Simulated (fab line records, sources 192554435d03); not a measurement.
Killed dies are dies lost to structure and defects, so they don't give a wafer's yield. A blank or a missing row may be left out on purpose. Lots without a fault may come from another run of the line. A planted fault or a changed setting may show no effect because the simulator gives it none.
Split-lot experiment | flow n5_finfet | 7 lots, 39 wafers read, on a route of 1938 steps

THE SPLIT
At N5_BEOL_M9_ETCH_62 (etches SOC in N2/H2, target depth 110 nm, overetch 22 nm, time 165 s), the setting time_s was moved away from the recipe's 165 s on 9 of the 39 wafers read, by -52.8% to +33.6%. The other wafers ran this setting at the recipe's value.

The reading is taken at the split's own step.

THE READING
SiARC_of_BEOL_M9_COAT_60.thk_nm (the simulator's own value, which no gauge read), in nm, at N5_BEOL_M9_ETCH_62 (etches SOC in N2/H2, target depth 110 nm, overetch 22 nm, time 165 s). The file gives no usual value for it. The 30 wafers here that ran the recipe average 23.6 nm, standard deviation 0.3 nm.

wafer  | tool, chamber at the split | time_s as run, s | against the recipe | SiARC_of_BEOL_M9_COAT_60.thk_nm, nm | against lot-mates on the recipe
L075.1 | rie_diel-01, 0,1,0,1       | 165              | recipe             | 23.6                                | -
L075.4 | rie_diel-01, 0,1,0,1       | 165              | recipe             | 23.6                                | -
L075.5 | rie_diel-01, 0,1,0,1       | 165              | recipe             | 23.6                                | -
L075.6 | rie_diel-01, 0,1,0,1       | 165              | recipe             | 23.6                                | -
L075.2 | rie_diel-01, 2             | 165              | recipe             | 23.2                                | -
L075.3 | rie_diel-01, 3             | 165              | recipe             | 23.8                                | -
L079.1 | rie_diel-03, 0,1           | 165              | recipe             | 23.6                                | -
L079.2 | rie_diel-03, 0,1           | 165              | recipe             | 23.6                                | -
L079.3 | rie_diel-03, 2             | 200.3            | +21.4%             | 21.6                                | -1.9
L079.4 | rie_diel-03, 1,0           | 200.3            | +21.4%             | 22.2                                | -1.3
L079.5 | rie_diel-03, 1,0           | 200.3            | +21.4%             | 22.2                                | -1.3
L079.6 | rie_diel-03, 2             | 165              | recipe             | 23.2                                | -
L082.1 | rie_diel-01, 1,0,1         | 165              | recipe             | 23.8                                | -
L082.2 | rie_diel-01, 1,0,1         | 165              | recipe             | 23.8                                | -
L082.5 | rie_diel-01, 1,0,1         | 165              | recipe             | 23.8                                | -
L082.3 | rie_diel-01, 3             | 165              | recipe             | 24.2                                | -
L082.4 | rie_diel-01, 2             | 165              | recipe             | 23.4                                | -
L082.6 | rie_diel-01, 2             | 165              | recipe             | 23.4                                | -
L087.1 | rie_diel-02, 0             | 165              | recipe             | 23.6                                | -
L087.5 | rie_diel-02, 0             | 165              | recipe             | 23.6                                | -
L087.2 | rie_diel-02, 1             | 220.5            | +33.6%             | 21.6                                | -1.9
L087.3 | rie_diel-02, 2             | 220.5            | +33.6%             | 20                                  | -3.5
L087.4 | rie_diel-02, 3             | 165              | recipe             | 23.2                                | -
L087.6 | rie_diel-02, 3             | 220.5            | +33.6%             | 21                                  | -2.5
L095.1 | rie_diel-02, 1             | 165              | recipe             | 23.8                                | -
L095.2 | rie_diel-02, 0             | 165              | recipe             | 23.6                                | -
L095.6 | rie_diel-02, 0             | 165              | recipe             | 23.6                                | -
L095.3 | rie_diel-02, 2             | 165              | recipe             | 22.6                                | -
L095.4 | rie_diel-02, 3             | 165              | recipe             | 23.4                                | -
L095.5 | rie_diel-02, 3             | 165              | recipe             | 23.4                                | -
L094.1 | rie_diel-03, 0,1           | 165              | recipe             | 23.8                                | -
L094.3 | rie_diel-03, 0,1           | 165              | recipe             | 23.8                                | -
L094.6 | rie_diel-03, 0             | 165              | recipe             | 24                                  | -
L096.1 | rie_diel-01, 1             | 165              | recipe             | 23.6                                | -
L096.2 | rie_diel-01, 3             | 165              | recipe             | 23.8                                | -
L096.3 | rie_diel-01, 0,1           | 77.91            | -52.8%             | 26.8                                | +3.3
L096.5 | rie_diel-01, 0,1           | 77.91            | -52.8%             | 26.8                                | +3.3
L096.4 | rie_diel-01, 2             | 165              | recipe             | 23.2                                | -
L096.6 | rie_diel-01, 2             | 77.91            | -52.8%             | 26.6                                | +3.1
Where a row lists several chambers, the file gives one row for several wafers and doesn't say which wafer went through which chamber.

THE FIT
A straight line over all 39 wafers: SiARC_of_BEOL_M9_COAT_60.thk_nm changes by -0.0666 nm for each +1% of time_s; r = -0.96; the points scatter about the line by 0.37 nm.
The same after taking each lot's own level away (the mean of its wafers on the recipe; 39 wafers): -0.0657 nm for each +1%; r = -0.97; scatter 0.33 nm.
On that fit, the largest move of time_s shifts the reading by 3.5 nm.
The lots' own levels span 23.40 to 23.87 nm, that is 1.6 times the standard deviation above.
So the lot-to-lot level changes the slope little: the two slopes agree.
Check: with one of the wafers moved furthest among these (-52.8%) left out of the fit, the line predicts +3.46 nm for it against its lot-mates. It came out at +3.27 nm against them.

OTHER SPLITS ON THESE WAFERS
These wafers also went through other splits before the reading. Each is held against what the fit with the lots' levels taken away leaves over:
other split on the same wafers   | wafers away from the commonest value | r with SiARC_of_BEOL_M9_COAT_60.thk_nm (lot level and that fit taken away)
N5_BEOL_M6_TRENCH_ETCH_37 time_s | 15                                   | -0.07

THE FILE'S OWN FIT
SiARC_of_BEOL_M9_COAT_60.thk_nm changes by -0.0658 nm for each +1% of time_s, r = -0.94.
